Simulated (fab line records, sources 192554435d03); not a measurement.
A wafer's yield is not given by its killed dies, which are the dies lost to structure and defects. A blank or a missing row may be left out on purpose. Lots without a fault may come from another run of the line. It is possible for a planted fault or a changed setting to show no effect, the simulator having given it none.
fab line records ; flow n5Finfet
record: lots: 7; wafers: 39
route steps=1938 shown BEOL_M8@1377 BEOL_M10@1474 PASSIVATION@1910
startH: hours from the record's opening day to when the first of the lot's shown wafers began ; waitH: hours elapsed since this lot's preceding step ; " same as the row above ; L1.1+2: several wafers, shown together as one row ; - no value present, or no start provided ; * or withheld: withheld ; < > ~ a bound
route shown NAME@n: a module of which the file shows steps, and the number in the route of the first ; usual: the fault-free wafers' mean and standard deviation ; same: alike in all rows ; chamber/n: place in a boat ; sites: each site's reading ; _std_site: the standard deviation of these ; _edge_site: outer sites' mean less inner sites' ; radiusMm: for every site, how far away it sits from the centre of the wafer ; mask NAME#n: copy n ; behind: the most recent tool/chamber to have shaped the wafer ; hold: what put the lot on hold/how long, in hours/how the hold closed ; device: the n, p or np transistor that did not switch ; end of line: the route-end tests of the same wafers ; a step without rows: its recipe alone ; killed: dies lost to structure and defects at the first sort, not the wafer's yield ; map: dies across one wafer; x = killed, . = not, _ = none there
set.NAME: the run value of the setting; set.NAME@STEP: its run value at that earlier step ; model.NAME: the simulator's own value behind a step, which no gauge read
lots run with intentionally changed settings; tables by step, rows by wafer
== steps ==
step: N5_BEOL_M8_TRENCH_ETCH_37
recipe: chemistry: C4F6/O2; targetDepthA: 934.78; target: SiCOH_lowk; timeS: 31.2; ionEnergyEv: 250; pressureMtorr: 30; sourceW: 345; biasW: 185; Ar_flow_sccm: 300; C4F6_flow_sccm: 10; O2_flow_sccm: 10
lot.wafer;tool;chamber;startH;waitH;set.targetDepthA;model.BEOL_M8.featureDepthNm;model.etch.depthNm;model.TiN_of_BEOL_M8_HM_DEP_02.thkNm
L074.3;rieDiel-04;0;-;-;934.78;92.8;92.8;17.8
L074.5;rieDiel-04;3;-;-;934.78;94.2;94.17;17.4
L074.6;rieDiel-04;0;-;-;934.78;92.6;92.64;17.6
L078.1;rieDiel-06;1;-;-;727.5;72.2;72.19;18.4
L078.2;rieDiel-06;2;-;-;934.78;95.2;95.27;17.6
L078.3;rieDiel-06;3;-;-;727.5;74;73.93;18.2
L078.4;rieDiel-06;0;-;-;934.78;94.8;94.81;17.6
L078.5;rieDiel-06;0;-;-;727.5;74;74.08;18.2
L078.6;rieDiel-06;3;-;-;934.78;94;94.02;17.6
L077.1;rieDiel-04;1;-;-;774.9;76.2;76.25;17.6
L077.2;rieDiel-04;0;-;-;934.78;92.6;92.54;17.2
L077.3;rieDiel-04;2;-;-;774.9;76.6;76.58;17.8
L077.4;rieDiel-04;2;-;-;934.78;92.4;92.41;17.2
L077.5;rieDiel-04;0;-;-;934.78;92.4;92.33;17.2
L077.6;rieDiel-04;1;-;-;774.9;76.4;76.39;17.8
L081.1;rieDiel-04;1;-;-;934.78;94;94.01;17.2
L081.2;rieDiel-04;3;-;-;1083;109.6;109.5;16.8
L081.3;rieDiel-04;2;-;-;1083;108.6;108.5;16.8
L081.4;rieDiel-04;2;-;-;934.78;93.6;93.62;17.4
L081.5;rieDiel-04;3;-;-;934.78;94.6;94.6;17.4
L081.6;rieDiel-04;1;-;-;1083;108.4;108.4;17
L086.1;rieDiel-06;0;-;-;1333;133;133;16.2
L086.2;rieDiel-06;2;-;-;1333;132.6;132.6;16.2
L086.3;rieDiel-06;3;-;-;934.78;92.4;92.33;17.4
L086.4;rieDiel-06;1;-;-;1333;130.8;130.8;16.2
L086.5;rieDiel-06;2;-;-;934.78;93.2;93.18;17.4
L086.6;rieDiel-06;1;-;-;934.78;91.8;91.81;17.2
L087.1;rieDiel-04;2;-;-;698.9;69.2;69.14;17.8
L087.2;rieDiel-04;1;-;-;934.78;92.6;92.66;17.2
L087.3;rieDiel-04;0;-;-;934.78;96.2;96.21;17.2
L087.4;rieDiel-04;1;-;-;934.78;93.6;93.66;17.4
L087.5;rieDiel-04;2;-;-;698.9;69.2;69.3;18
L087.6;rieDiel-04;0;-;-;698.9;71.6;71.64;18
L093.1;rieDiel-04;3;-;-;934.78;94.2;94.13;17.4
L093.2;rieDiel-04;2;-;-;381.4;38.2;38.21;19
L093.3;rieDiel-04;1;-;-;934.78;93.8;93.74;17.2
L093.4;rieDiel-04;0;-;-;381.4;39;39.06;19
L093.5;rieDiel-04;3;-;-;381.4;38.6;38.56;18.8
L093.6;rieDiel-04;0;-;-;934.78;96.6;96.59;17.4
step: N5_BEOL_M8_ETCH_41
recipe: chemistry: CH3F/O2; target: SiCN; targetDepthA: 319; taperDeg: 2; timeS: 57.8; ionEnergyEv: 120; maskMaterial: TiN; pressureMtorr: 30; sourceW: 395; biasW: 75; Ar_flow_sccm: 150; CH3F_flow_sccm: 30; O2_flow_sccm: 20
step: N5_BEOL_M8_STRIP_80
recipe: chemistry: N2/H2; timeS: 10; powerW: 450; tempC: 40; pressureMtorr: 20; rfFrequencyHz: 6e+07; biasPowerW: 7; n2FlowSccm: 200; h2FlowSccm: 200
step: N5_BEOL_M8_OCD_MEAS_38
usual: trenchDepthNm: 93.3/1.3
lot.wafer;tool;chamber;startH;waitH;set.targetDepthA@BEOL_M8_TRENCH_ETCH_37;trenchDepthNm
L074.3;ocd-01;-;206.16;-;934.78;93.1
L074.5;ocd-01;-;206.16;-;934.78;94.1
L074.6;ocd-01;-;206.16;-;934.78;92.2
L078.1;ocd-02;-;236.86;-;727.5;71.9
L078.2;ocd-02;-;236.86;-;934.78;95.5
L078.3;ocd-02;-;236.86;-;727.5;73.4
L078.4;ocd-02;-;236.86;-;934.78;94.8
L078.5;ocd-02;-;236.86;-;727.5;74.0
L078.6;ocd-02;-;236.86;-;934.78;93.9
L077.1;ocd-02;-;237.00;-;774.9;76.7
L077.2;ocd-02;-;237.00;-;934.78;92.4
L077.3;ocd-02;-;237.00;-;774.9;76.4
L077.4;ocd-02;-;237.00;-;934.78;91.9
L077.5;ocd-02;-;237.00;-;934.78;91.9
L077.6;ocd-02;-;237.00;-;774.9;76.4
L081.1;ocd-02;-;248.73;-;934.78;94.5
L081.2;ocd-02;-;248.73;-;1083;109.5
L081.3;ocd-02;-;248.73;-;1083;108.6
L081.4;ocd-02;-;248.73;-;934.78;93.6
L081.5;ocd-02;-;248.73;-;934.78;94.1
L081.6;ocd-02;-;248.73;-;1083;107.8
L086.1;ocd-02;-;287.06;-;1333;132.9
L086.2;ocd-02;-;287.06;-;1333;132.8
L086.3;ocd-02;-;287.06;-;934.78;92.3
L086.4;ocd-02;-;287.06;-;1333;130.6
L086.5;ocd-02;-;287.06;-;934.78;93.0
L086.6;ocd-02;-;287.06;-;934.78;91.8
L087.1;ocd-02;-;295.90;-;698.9;69.1
L087.2;ocd-02;-;295.90;-;934.78;93.2
L087.3;ocd-02;-;295.90;-;934.78;97.0
L087.4;ocd-02;-;295.90;-;934.78;93.0
L087.5;ocd-02;-;295.90;-;698.9;69.4
L087.6;ocd-02;-;295.90;-;698.9;71.6
L093.1;ocd-01;-;323.81;-;934.78;94.7
L093.2;ocd-01;-;323.81;-;381.4;38.1
L093.3;ocd-01;-;323.81;-;934.78;93.5
L093.4;ocd-01;-;323.81;-;381.4;39.0
L093.5;ocd-01;-;323.81;-;381.4;37.7
L093.6;ocd-01;-;323.81;-;934.78;96.2
step: N5_BEOL_M8_HM_STRIP_39
recipe: chemistry: peroxideTinStrip; material: TiN; targetDepthA: 250; tempC: 50; timeS: 158
step: N5_BEOL_M8_SRD_40
recipe: timeS: 30; tempC: 23; rinseLiquid: diw; dry: ipaMarangoni
step: N5_BEOL_M8_ECD_50
recipe: material: Cu; targetThkA: 3000
step: N5_BEOL_M8_ANNEAL_51
recipe: tempC: 225; timeS: 90; ambient: N2
step: N5_BEOL_M8_CMP_52
recipe: stopOn: SiCOH_lowk; tOverpolishS: 6.9; downForcePsi: 1; platenRpm: 50; clearingPlatenDownForcePsi: 1.5; clearingPlatenRpm: 50; postCmpClean: cuAlkaline; targetThkNm: 80; clearingPlatenPadVelocityMS: 0.99484; padVelocityMS: 0.99484
lot.wafer;tool;chamber;startH;waitH;set.targetDepthA@BEOL_M8_TRENCH_ETCH_37;model.Cu_of_BEOL_M8_ECD_50.thkNm
L074.3;cmp-02;2;212.19;0.3;934.78;80
L074.5;cmp-02;3;212.19;0.3;934.78;81.2
L074.6;cmp-02;0;212.19;0.3;934.78;78.8
L078.3;cmp-03;0;239.12;0.2;727.5;62
L078.1;cmp-03;1;239.12;0.2;727.5;59.2
L078.2;cmp-03;2;239.12;0.2;934.78;83
L078.4;cmp-03;3;239.12;0.2;934.78;80.6
L078.5;cmp-03;0;239.12;0.2;727.5;60.2
L078.6;cmp-03;1;239.12;0.2;934.78;81.8
L077.2;cmp-01;3;239.33;0.2;934.78;78.4
L077.3;cmp-01;0;239.33;0.2;774.9;61.4
L077.1+6;cmp-01;1,3;239.33;0.2;774.9;62
L077.4;cmp-01;2;239.33;0.2;934.78;77.6
L077.5;cmp-01;0;239.33;0.2;934.78;78
L081.3;cmp-03;1;250.74;0.2;1083;96.2
L081.1;cmp-03;2;250.74;0.2;934.78;80.8
L081.4;cmp-03;3;250.74;0.2;934.78;80.4
L081.2;cmp-03;0;250.74;0.2;1083;98
L081.6;cmp-03;1;250.74;0.2;1083;96.6
L081.5;cmp-03;2;250.74;0.2;934.78;81.6
L086.1;cmp-01;0;290.98;0.3;1333;118.8
L086.3;cmp-01;1;290.98;0.3;934.78;80
L086.2;cmp-01;2;290.98;0.3;1333;119
L086.4;cmp-01;3;290.98;0.3;1333;117.8
L086.6;cmp-01;0;290.98;0.3;934.78;78.2
L086.5;cmp-01;1;290.98;0.3;934.78;81.6
L087.3;cmp-01;2;298.03;0.2;934.78;83.6
L087.1;cmp-01;3;298.03;0.2;698.9;56.4
L087.4;cmp-01;0;298.03;0.2;934.78;80.6
L087.2;cmp-01;1;298.03;0.2;934.78;81.6
L087.5;cmp-01;2;298.03;0.2;698.9;57
L087.6;cmp-01;3;298.03;0.2;698.9;59.8
L093.1;cmp-01;2;326.40;0.3;934.78;81.2
L093.3;cmp-01;3;326.40;0.3;934.78;81.8
L093.2;cmp-01;0;326.40;0.3;381.4;24
L093.4;cmp-01;1;326.40;0.3;381.4;25.8
L093.6;cmp-01;2;326.40;0.3;934.78;83
L093.5;cmp-01;3;326.40;0.3;381.4;26
step: N5_BEOL_M8_THK_MEAS_53
recipe: thkMeasGauge: xrf; reads: Cu_of_BEOL_M8_ECD_50
usual: M8_THK: 79.2/1.8
lot.wafer;tool;chamber;startH;waitH;set.targetDepthA@BEOL_M8_TRENCH_ETCH_37;M8_THK[nm]
L074.3;filmMetro-01;-;212.37;-;934.78;79.2
L074.5;filmMetro-01;-;212.37;-;934.78;80.3
L074.6;filmMetro-01;-;212.37;-;934.78;77.7
L078.1;filmMetro-02;-;239.41;-;727.5;57.9
L078.2;filmMetro-02;-;239.41;-;934.78;81.0
L078.3;filmMetro-02;-;239.41;-;727.5;60.7
L078.4;filmMetro-02;-;239.41;-;934.78;78.7
L078.5;filmMetro-02;-;239.41;-;727.5;58.6
L078.6;filmMetro-02;-;239.41;-;934.78;80.1
L077.1;filmMetro-02;-;239.62;-;774.9;61.1
L077.2;filmMetro-02;-;239.62;-;934.78;76.8
L077.3;filmMetro-02;-;239.62;-;774.9;60.3
L077.4;filmMetro-02;-;239.62;-;934.78;76.2
L077.5;filmMetro-02;-;239.62;-;934.78;76.6
L077.6;filmMetro-02;-;239.62;-;774.9;60.8
L081.1;filmMetro-01;-;251.04;-;934.78;80.2
L081.2;filmMetro-01;-;251.04;-;1083;97.6
L081.3;filmMetro-01;-;251.04;-;1083;96.2
L081.4;filmMetro-01;-;251.04;-;934.78;80.1
L081.5;filmMetro-01;-;251.04;-;934.78;81.4
L081.6;filmMetro-01;-;251.04;-;1083;96.4
L086.1;filmMetro-02;-;291.28;-;1333;116.1
L086.2;filmMetro-02;-;291.28;-;1333;116.0
L086.3;filmMetro-02;-;291.28;-;934.78;78.0
L086.4;filmMetro-02;-;291.28;-;1333;115.1
L086.5;filmMetro-02;-;291.28;-;934.78;79.7
L086.6;filmMetro-02;-;291.28;-;934.78;76.5
L087.1;filmMetro-01;-;298.32;-;698.9;56.5
L087.2;filmMetro-01;-;298.32;-;934.78;81.7
L087.3;filmMetro-01;-;298.32;-;934.78;83.9
L087.4;filmMetro-01;-;298.32;-;934.78;81.0
L087.5;filmMetro-01;-;298.32;-;698.9;57.1
L087.6;filmMetro-01;-;298.32;-;698.9;59.7
L093.1;filmMetro-01;-;326.69;-;934.78;79.7
L093.2;filmMetro-01;-;326.69;-;381.4;23.7
L093.3;filmMetro-01;-;326.69;-;934.78;80.9
L093.4;filmMetro-01;-;326.69;-;381.4;25.6
L093.5;filmMetro-01;-;326.69;-;381.4;25.8
L093.6;filmMetro-01;-;326.69;-;934.78;81.9
step: N5_BEOL_M8_PRE_CLEAN_55
recipe: gas: NH3; timeS: 15; tempC: withheld; rfPowerW: 300
step: N5_BEOL_M8_DEP_56
recipe: material: SiCN; targetThkA: 100; tempC: withheld; precursor: 3MS/NH3; pressureTorr: 3; rfW: 202; timeS: 17.5
step: N5_BEOL_M8_RS_MEAS_57
recipe: thkMeasGauge: four-point-probe; reads: Cu_of_BEOL_M8_ECD_50+Co_of_BEOL_M8_CVD_78+TaN_of_BEOL_M8_ALD_77
usual: M8_RS: 0.286/0.0069
lot.wafer;tool;chamber;startH;waitH;set.targetDepthA@BEOL_M8_TRENCH_ETCH_37;M8_RS[ohm/sq]
L074.3;filmMetro-01;-;212.53;0.1;934.78;0.286
L074.5;filmMetro-01;-;212.53;0.1;934.78;0.281
L074.6;filmMetro-01;-;212.53;0.1;934.78;0.291
L078.1;filmMetro-01;-;239.54;0.1;727.5;0.410
L078.2;filmMetro-01;-;239.54;0.1;934.78;0.275
L078.3;filmMetro-01;-;239.54;0.1;727.5;0.389
L078.4;filmMetro-01;-;239.54;0.1;934.78;0.284
L078.5;filmMetro-01;-;239.54;0.1;727.5;0.403
L078.6;filmMetro-01;-;239.54;0.1;934.78;0.279
L077.1;filmMetro-01;-;239.75;0.1;774.9;0.388
L077.2;filmMetro-01;-;239.75;0.1;934.78;0.294
L077.3;filmMetro-01;-;239.75;0.1;774.9;0.394
L077.4;filmMetro-01;-;239.75;0.1;934.78;0.297
L077.5;filmMetro-01;-;239.75;0.1;934.78;0.295
L077.6;filmMetro-01;-;239.75;0.1;774.9;0.389
L081.1;filmMetro-01;-;251.17;0.1;934.78;0.283
L081.2;filmMetro-01;-;251.17;0.1;1083;0.226
L081.3;filmMetro-01;-;251.17;0.1;1083;0.231
L081.4;filmMetro-01;-;251.17;0.1;934.78;0.284
L081.5;filmMetro-01;-;251.17;0.1;934.78;0.280
L081.6;filmMetro-01;-;251.17;0.1;1083;0.230
L086.1;filmMetro-01;-;291.41;0.1;1333;0.182
L086.2;filmMetro-01;-;291.41;0.1;1333;0.181
L086.3;filmMetro-01;-;291.41;0.1;934.78;0.287
L086.4;filmMetro-01;-;291.41;0.1;1333;0.184
L086.5;filmMetro-01;-;291.41;0.1;934.78;0.279
L086.6;filmMetro-01;-;291.41;0.1;934.78;0.295
L087.1;filmMetro-01;-;298.45;0.1;698.9;0.435
L087.2;filmMetro-01;-;298.45;0.1;934.78;0.280
L087.3;filmMetro-01;-;298.45;0.1;934.78;0.272
L087.4;filmMetro-01;-;298.45;0.1;934.78;0.284
L087.5;filmMetro-01;-;298.45;0.1;698.9;0.431
L087.6;filmMetro-01;-;298.45;0.1;698.9;0.406
L093.1;filmMetro-01;-;326.83;0.1;934.78;0.282
L093.2;filmMetro-01;-;326.83;0.1;381.4;1.337
L093.3;filmMetro-01;-;326.83;0.1;934.78;0.279
L093.4;filmMetro-01;-;326.83;0.1;381.4;1.207
L093.5;filmMetro-01;-;326.83;0.1;381.4;1.198
L093.6;filmMetro-01;-;326.83;0.1;934.78;0.274
step: N5_BEOL_M10_HM_DEP_02
recipe: material: TiN; targetThkA: 200; tempC: 25; chamberPressurePa: 0.49996
lot.wafer;tool;chamber;startH;waitH;set.targetThkA;model.TiN_of_BEOL_M10_HM_DEP_02.thkNm
L074.3+5+6;pvdSputter-02;-;225.63;2.7;200;20
L077.1+2+3+4+5+6;pvdSputter-02;-;249.18;0.5;200;20
L078.1+4;pvdSputter-02;-;249.36;0.4;200;19.8
L078.2;pvdSputter-02;-;249.36;0.4;200;20.2
L078.3+6;pvdSputter-02;-;249.36;0.4;267.2;26.8
L078.5;pvdSputter-02;-;249.36;0.4;267.2;26.6
L081.1+2+3;pvdSputter-02;-;261.45;1.6;235.4;23.8
L081.4+5;pvdSputter-02;-;261.45;1.6;200;20.2
L081.6;pvdSputter-02;-;261.45;1.6;200;20.6
L086.1;pvdSputter-01;-;300.92;1.3;200;19.6
L086.2+4;pvdSputter-01;-;300.92;1.3;200;20
L086.3+5+6;pvdSputter-01;-;300.92;1.3;200;19.8
L087.1+4;pvdSputter-01;-;307.97;1.4;127.4;12.4
L087.2+3+6;pvdSputter-01;-;307.97;1.4;200;19.8
L087.5;pvdSputter-01;-;307.97;1.4;127.4;12.6
L093.1;pvdSputter-02;-;335.85;1.3;169.5;16.6
L093.2;pvdSputter-02;-;335.85;1.3;169.5;16.8
L093.3;pvdSputter-02;-;335.85;1.3;169.5;17
L093.4+6;pvdSputter-02;-;335.85;1.3;200;19.8
L093.5;pvdSputter-02;-;335.85;1.3;200;20
step: N5_BEOL_M10_COAT_59
recipe: resist: SOC; tempC: 250; timeS: 60; spinRpm: 1500; resistThkNm: 100
step: N5_BEOL_M10_COAT_60
recipe: resist: SiARC; tempC: 220; timeS: 60; spinRpm: 1500; resistThkNm: 30
step: N5_BEOL_M10_STRIP_68
recipe: chemistry: N2/H2; tempC: 40; n2FlowSccm: 200; h2FlowSccm: 200; rfFrequencyHz: 6e+07
step: N5_BEOL_M10_STRIP_67
recipe: chemistry: CF4; resist: SiARC; powerW: 300; biasPowerW: 75; pressureMtorr: 50; cf4FlowSccm: 150; rfFrequencyHz: 6e+07
step: N5_BEOL_M10_HM_OPEN_17
recipe: chemistry: Cl2/BCl3; targetDepthA: 200; overetchA: 60; target: TiN; maskMaterial: SOC; ionEnergyEv: 150; pressureMtorr: 10; icpW: 1000; biasW: 126; Cl2_flow_sccm: 53.25; bcl3FlowSccm: 21.75; Ar_flow_sccm: 25
lot.wafer;tool;chamber;startH;waitH;set.targetThkA@BEOL_M10_HM_DEP_02;model.etch.depthNm
L074.3+5;rieMetal-02;1,0;226.48;0.1;200;20.04
L074.6;rieMetal-02;1;226.48;0.1;200;19.94
L077.1;rieMetal-01;0;250.26;0.0;200;19.94
L077.2;rieMetal-01;1;250.26;0.0;200;19.97
L077.3;rieMetal-01;0;250.26;0.0;200;19.99
L077.4;rieMetal-01;1;250.26;0.0;200;19.96
L077.5;rieMetal-01;0;250.26;0.0;200;20.09
L077.6;rieMetal-01;1;250.26;0.0;200;19.91
L078.1;rieMetal-03;1;250.36;0.0;200;19.89
L078.2;rieMetal-03;0;250.36;0.0;200;20.19
L078.3;rieMetal-03;1;250.36;0.0;267.2;26.64
L078.4;rieMetal-03;0;250.36;0.0;200;19.77
L078.5;rieMetal-03;0;250.36;0.0;267.2;26.65
L078.6;rieMetal-03;1;250.36;0.0;267.2;26.41
L081.1;rieMetal-01;0;262.30;0.0;235.4;23.83
L081.2;rieMetal-01;1;262.30;0.0;235.4;23.81
L081.3;rieMetal-01;1;262.30;0.0;235.4;23.89
L081.4;rieMetal-01;0;262.30;0.0;200;20.16
L081.5;rieMetal-01;1;262.30;0.0;200;20.2
L081.6;rieMetal-01;0;262.30;0.0;200;20.57
L086.1;rieMetal-01;0;301.65;0.0;200;19.57
L086.2;rieMetal-01;1;301.65;0.0;200;19.97
L086.3+6;rieMetal-01;0,1;301.65;0.0;200;19.74
L086.4;rieMetal-01;1;301.65;0.0;200;19.98
L086.5;rieMetal-01;0;301.65;0.0;200;19.7
L087.1;rieMetal-02;1;309.00;0.0;127.4;12.39
L087.2;rieMetal-02;0;309.00;0.0;200;19.89
L087.3;rieMetal-02;0;309.00;0.0;200;19.76
L087.4;rieMetal-02;1;309.00;0.0;127.4;12.36
L087.5;rieMetal-02;1;309.00;0.0;127.4;12.59
L087.6;rieMetal-02;0;309.00;0.0;200;19.77
L093.1;rieMetal-02;1;336.72;0.0;169.5;16.7
L093.2;rieMetal-02;0;336.72;0.0;169.5;16.75
L093.3;rieMetal-02;0;336.72;0.0;169.5;17.06
L093.4;rieMetal-02;1;336.72;0.0;200;19.85
L093.5;rieMetal-02;0;336.72;0.0;200;20.09
L093.6;rieMetal-02;1;336.72;0.0;200;19.81
step: N5_PASSIVATION_ETCH_59
recipe: chemistry: Cl2/BCl3; target: TaN; targetDepthA: 650; timeS: 34.9; ionEnergyEv: 100; pressureMtorr: 10; icpW: 900; biasW: 100; Cl2_flow_sccm: 60; bcl3FlowSccm: 30
lot.wafer;tool;chamber;startH;waitH;set.timeS;model.etch.depthNm
L074.3;rieMetal-03;0;275.81;0.2;34.9;68.12
L074.5;rieMetal-03;0;275.81;0.2;34.9;66.89
L074.6;rieMetal-03;1;275.81;0.2;34.9;65.55
L078.1;rieMetal-01;1;305.54;0.3;34.9;64.72
L078.2;rieMetal-01;0;305.54;0.3;48.08;90.17
L078.3;rieMetal-01;1;305.54;0.3;48.08;88.63
L078.4;rieMetal-01;0;305.54;0.3;34.9;65.27
L078.5;rieMetal-01;1;305.54;0.3;34.9;64.82
L078.6;rieMetal-01;0;305.54;0.3;48.08;89.79
L077.1;rieMetal-01;0;312.58;0.3;44.69;84.46
L077.2;rieMetal-01;1;312.58;0.3;34.9;64.99
L077.3;rieMetal-01;0;312.58;0.3;44.69;83.25
L077.4;rieMetal-01;1;312.58;0.3;34.9;65.48
L077.5;rieMetal-01;1;312.58;0.3;44.69;83.3
L077.6;rieMetal-01;0;312.58;0.3;34.9;65.58
L081.1;rieMetal-02;1;313.93;0.3;26.59;49.79
L081.2;rieMetal-02;0;313.93;0.3;34.9;64.87
L081.3;rieMetal-02;0;313.93;0.3;26.59;49.78
L081.4;rieMetal-02;1;313.93;0.3;26.59;50.34
L081.5;rieMetal-02;1;313.93;0.3;34.9;65.9
L081.6;rieMetal-02;0;313.93;0.3;34.9;64.73
L086.1;rieMetal-03;1;342.39;0.3;34.9;65.95
L086.2;rieMetal-03;0;342.39;0.3;34.9;68.2
L086.3;rieMetal-03;0;342.39;0.3;34.9;68.36
L086.4;rieMetal-03;1;342.39;0.3;34.9;65.98
L086.5;rieMetal-03;0;342.39;0.3;34.9;67.88
L086.6;rieMetal-03;1;342.39;0.3;34.9;66.27
L087.1;rieMetal-02;0;355.31;0.3;34.9;65.6
L087.2;rieMetal-02;1;355.31;0.3;18.57;35.06
L087.3;rieMetal-02;1;355.31;0.3;34.9;66.45
L087.4;rieMetal-02;0;355.31;0.3;34.9;65.52
L087.5;rieMetal-02;1;355.31;0.3;18.57;35.2
L087.6;rieMetal-02;0;355.31;0.3;18.57;34.67
L093.1;rieMetal-03;0;385.51;0.3;34.9;68.59
L093.2;rieMetal-03;1;385.51;0.3;34.9;66.15
L093.3;rieMetal-03;1;385.51;0.3;34.9;66.61
L093.4;rieMetal-03;0;385.51;0.3;34.9;68.37
L093.5;rieMetal-03;1;385.51;0.3;34.9;66.29
L093.6;rieMetal-03;0;385.51;0.3;34.9;68.27
== key ==
split: step: N5_BEOL_M8_TRENCH_ETCH_37; setting: targetDepthA; stated: 934.78; by: wafer
response: step: N5_BEOL_M8_TRENCH_ETCH_37; reading: model.BEOL_M8.featureDepthNm; change: +0.946; per: 1%; r: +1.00
response: step: N5_BEOL_M8_TRENCH_ETCH_37; reading: model.etch.depthNm; change: +0.945; per: 1%; r: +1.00
response: step: N5_BEOL_M8_TRENCH_ETCH_37; reading: model.TiN_of_BEOL_M8_HM_DEP_02.thkNm; change: -0.0273; per: 1%; r: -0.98
response: step: N5_BEOL_M8_OCD_MEAS_38; reading: trenchDepthNm; change: +0.948; per: 1%; r: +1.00
response: step: N5_BEOL_M8_CMP_52; reading: model.Cu_of_BEOL_M8_ECD_50.thkNm; change: +0.946; per: 1%; r: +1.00
response: step: N5_BEOL_M8_THK_MEAS_53; reading: M8_THK; change: +0.931; per: 1%; r: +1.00
response: step: N5_BEOL_M8_RS_MEAS_57; reading: M8_RS; shape: bent; atLowest: 1.247; atStated: 0.284; atHighest: 0.182
split: step: N5_BEOL_M10_HM_DEP_02; setting: targetThkA; stated: 200; by: wafer
response: step: N5_BEOL_M10_HM_DEP_02; reading: model.TiN_of_BEOL_M10_HM_DEP_02.thkNm; change: +0.201; per: 1%; r: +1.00
response: step: N5_BEOL_M10_HM_OPEN_17; reading: model.etch.depthNm; change: +0.2; per: 1%; r: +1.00
split: step: N5_PASSIVATION_ETCH_59; setting: timeS; stated: 34.9; by: wafer
response: step: N5_PASSIVATION_ETCH_59; reading: model.etch.depthNm; change: +0.654; per: 1%; r: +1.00
